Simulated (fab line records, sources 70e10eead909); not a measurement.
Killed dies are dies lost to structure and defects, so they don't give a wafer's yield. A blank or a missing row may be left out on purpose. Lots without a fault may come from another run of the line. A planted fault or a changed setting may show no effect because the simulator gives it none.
A struck lot beside a sound one | flow nand_harc | 15 steps out of a route of 1159
Sound: wafers L696.1, L696.3, L696.5. Struck: wafer L712.6. (L712.1, L712.4 of the same lot were not struck and are left out.) The cause comes at the end.
At each step with rows: each side's tool, then ch and its chambers, then its first start. Under that, the readings that differ: sound wafers | struck wafers | difference of the means | sigmas: that difference in standard deviations of wafers without a fault.
alike: readings whose means differ by less than 2 such deviations, and words and numbers that are the same on both sides. not compared: withheld readings, readings that some wafer has no value for, bounds like >300 that may hide the same value, and numbers for which the record gives no deviation and whose values overlap.
The two part at a step that has a row with sigmas, a row that says differs or no value, or rows on one side only. Numbers that don't overlap but have no deviation are shown without sigmas and don't part them. A reading that every wafer of one side lacks parts them only if that side has two wafers or more.

first, 9 steps without rows for these wafers: NHARC_THIN_TSV_PVD_24 (deposits Al, target thk 800 nm); NHARC_THIN_TSV_DEHYDRATE_25 (time 120 s); NHARC_THIN_TSV_HMDS_26 (time 30 s); NHARC_THIN_TSV_COAT_27; NHARC_THIN_TSV_SOFTBAKE_28 (time 95 s); NHARC_THIN_TSV_EBR_29; NHARC_THIN_TSV_EXPOSE_30 (exposes mask PAD); NHARC_THIN_TSV_PEB_31 (peb time 85 s); NHARC_THIN_TSV_DEVELOP_32 (time 70 s).
NHARC_THIN_TSV_CD_MEAS_33: target cd 5000 nm.
  sound on cd_sem-03 ch 0, day 19 18:29; struck on cd_sem-03 ch 0, day 24 09:40
  alike: cd_nm
then, 1 step without rows for these wafers: NHARC_THIN_TSV_HARDBAKE_34 (time 80 s).
NHARC_THIN_TSV_DESCUM_35: chemistry O2, time 3 s.
  sound on rie_diel-12 ch 0,1,2, day 19 18:40; struck on rie_diel-01 ch 3, day 24 09:49
  alike: drypump_motor_current_A, mfc_ar_sccm, oes_product_au, rf_vpp_V, showerhead_plenum_p_Torr, throttle_valve_pct
  not compared: rf_hours_counter_h
NHARC_THIN_TSV_ETCH_59: etches the open film in Cl2/BCl3, target depth 880 nm, time 138.1 s.
  sound on rie_metal-03 ch 1, day 19 18:46; struck on rie_metal-03 ch 1, day 24 09:57
  reading          | sound             | struck | difference | sigmas
  run_length_s (s) | 160.1 159.8 159.9 | 190.9  | +31.0      | +67
  alike: drypump_motor_current_A, he_backside_leak_sccm, oes_product_au, throttle_valve_pct
  not compared: rf_hours_counter_h
NHARC_THIN_TSV_ETCH_36: etches the open film in Cl2/BCl3, target depth 65 nm, time 18.571 s.
  sound on rie_metal-03 ch 1, day 19 19:14; struck on rie_metal-03 ch 0, day 24 10:13
  alike: drypump_motor_current_A, he_backside_leak_sccm, oes_product_au, run_length_s
  not compared: rf_hours_counter_h
then, 1 step without rows for these wafers: NHARC_END_SORT_01.

WHERE THEY PART
Only at NHARC_THIN_TSV_ETCH_59, within this record. Later steps at which nothing parts them and some readings are alike: NHARC_THIN_TSV_ETCH_36.

WHY: what the simulator had put in
Process parameter drift: rie_metal-03, from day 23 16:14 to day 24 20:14, at NHARC_THIN_TSV_ETCH_59. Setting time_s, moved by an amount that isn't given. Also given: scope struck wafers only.
